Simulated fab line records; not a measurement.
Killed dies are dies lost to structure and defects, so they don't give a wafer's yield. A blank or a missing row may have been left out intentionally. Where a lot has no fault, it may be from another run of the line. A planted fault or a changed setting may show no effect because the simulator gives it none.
Chamber matching || flow n5-finfet || rie-diel-04 running N5_BEOL_M14_ETCH_59: 4 sister chambers
The step etches BARC in N2/H2, target depth 89 nm, overetch 26.7 nm, time 67.9 s. 14 wafers are shown with their chamber, then 7 later ones without.

== WAFERS PAIRED WITH THEIR CHAMBERS ==
{"wafer": "L079.1", "chamber": 2, "showerhead-plenum-p-Torr (Torr)": 2.66, "drypump-motor-current-A (A)": 5.1, "throttle-valve-pct (%)": 17.57}
{"wafer": "L079.2", "chamber": 3, "showerhead-plenum-p-Torr (Torr)": 2.44, "drypump-motor-current-A (A)": 5.0, "throttle-valve-pct (%)": 18.13}
{"wafer": "L079.6", "chamber": 0, "showerhead-plenum-p-Torr (Torr)": 2.71, "drypump-motor-current-A (A)": 5.5, "throttle-valve-pct (%)": 17.95}
{"wafer": "L081.2", "chamber": 3, "showerhead-plenum-p-Torr (Torr)": 2.44, "drypump-motor-current-A (A)": 5.0, "throttle-valve-pct (%)": 18.14}
{"wafer": "L081.3", "chamber": 0, "showerhead-plenum-p-Torr (Torr)": 2.71, "drypump-motor-current-A (A)": 5.6, "throttle-valve-pct (%)": 17.97}
{"wafer": "L081.6", "chamber": 1, "showerhead-plenum-p-Torr (Torr)": 2.47, "drypump-motor-current-A (A)": 5.8, "throttle-valve-pct (%)": 17.78}
{"wafer": "L082.1", "chamber": 0, "showerhead-plenum-p-Torr (Torr)": 2.71, "drypump-motor-current-A (A)": 5.6, "throttle-valve-pct (%)": 17.97}
{"wafer": "L082.2", "chamber": 3, "showerhead-plenum-p-Torr (Torr)": 2.44, "drypump-motor-current-A (A)": 5.0, "throttle-valve-pct (%)": 18.15}
{"wafer": "L082.6", "chamber": 3, "showerhead-plenum-p-Torr (Torr)": 2.44, "drypump-motor-current-A (A)": 5.0, "throttle-valve-pct (%)": 18.15}
{"wafer": "L087.1", "chamber": 3, "showerhead-plenum-p-Torr (Torr)": 2.43, "drypump-motor-current-A (A)": 5.0, "throttle-valve-pct (%)": 18.17}
{"wafer": "L087.4", "chamber": 2, "showerhead-plenum-p-Torr (Torr)": 2.65, "drypump-motor-current-A (A)": 5.1, "throttle-valve-pct (%)": 17.57}
{"wafer": "L087.5", "chamber": 0, "showerhead-plenum-p-Torr (Torr)": 2.70, "drypump-motor-current-A (A)": 5.6, "throttle-valve-pct (%)": 18.00}
{"wafer": "L089.3", "chamber": 0, "showerhead-plenum-p-Torr (Torr)": 2.70, "drypump-motor-current-A (A)": 5.5, "throttle-valve-pct (%)": 18.00}
{"wafer": "L089.4", "chamber": 2, "showerhead-plenum-p-Torr (Torr)": 2.65, "drypump-motor-current-A (A)": 5.1, "throttle-valve-pct (%)": 17.59}

SIGNATURES (averages over the wafers above)
{"reading": "showerhead-plenum-p-Torr", "chamber 0": 2.7060, "chamber 1": 2.4700, "chamber 2": 2.6533, "chamber 3": 2.4380, "scatter within a chamber": 0.00516}
{"reading": "drypump-motor-current-A", "chamber 0": 5.560, "chamber 1": 5.800, "chamber 2": 5.100, "chamber 3": 5.000, "scatter within a chamber": 0.0346}
{"reading": "throttle-valve-pct", "chamber 0": 17.9780, "chamber 1": 17.7800, "chamber 2": 17.5767, "chamber 3": 18.1480, "scatter within a chamber": 0.0174}
Rule: a wafer lies at a distance from a chamber equal to the root of the sum of squares, over the readings, of (its reading less the chamber's mean, divided by the reading's scatter). The wafer belongs to the nearest chamber; if the next one is less than 2 further off, it can't be placed. How the scatter is found: for the shown wafers, subtract from each reading the mean of its chamber, square and add these, divide the total by (wafers less chambers), then take the root.

== WAFERS WITHOUT THEIR CHAMBER ==
{"wafer": "L089.6", "showerhead-plenum-p-Torr (Torr)": 2.43, "drypump-motor-current-A (A)": 5.1, "throttle-valve-pct (%)": 18.17}
{"wafer": "L090.4", "showerhead-plenum-p-Torr (Torr)": 2.65, "drypump-motor-current-A (A)": 5.1, "throttle-valve-pct (%)": 17.60}
{"wafer": "L090.5", "showerhead-plenum-p-Torr (Torr)": 2.65, "drypump-motor-current-A (A)": 5.1, "throttle-valve-pct (%)": 17.58}
{"wafer": "L090.6", "showerhead-plenum-p-Torr (Torr)": 2.46, "drypump-motor-current-A (A)": 5.8, "throttle-valve-pct (%)": 17.82}
{"wafer": "L094.2", "showerhead-plenum-p-Torr (Torr)": 2.65, "drypump-motor-current-A (A)": 5.1, "throttle-valve-pct (%)": 17.60}
{"wafer": "L094.4", "showerhead-plenum-p-Torr (Torr)": 2.46, "drypump-motor-current-A (A)": 5.9, "throttle-valve-pct (%)": 17.83}
{"wafer": "L094.6", "showerhead-plenum-p-Torr (Torr)": 2.46, "drypump-motor-current-A (A)": 5.8, "throttle-valve-pct (%)": 17.84}

== WHICH CHAMBER EACH ONE RAN IN ==
{"wafer": "L089.6", "from the rows above": 3, "in truth": 3}
{"wafer": "L090.4", "from the rows above": 2, "in truth": 2}
{"wafer": "L090.5", "from the rows above": 2, "in truth": 2}
{"wafer": "L090.6", "from the rows above": 1, "in truth": 1}
{"wafer": "L094.2", "from the rows above": 2, "in truth": 2}
{"wafer": "L094.4", "from the rows above": 1, "in truth": 1}
{"wafer": "L094.6", "from the rows above": 1, "in truth": 1}
Placed correctly: 7 of 7. From these rows, 0 cannot be placed. Placed wrongly: 0.
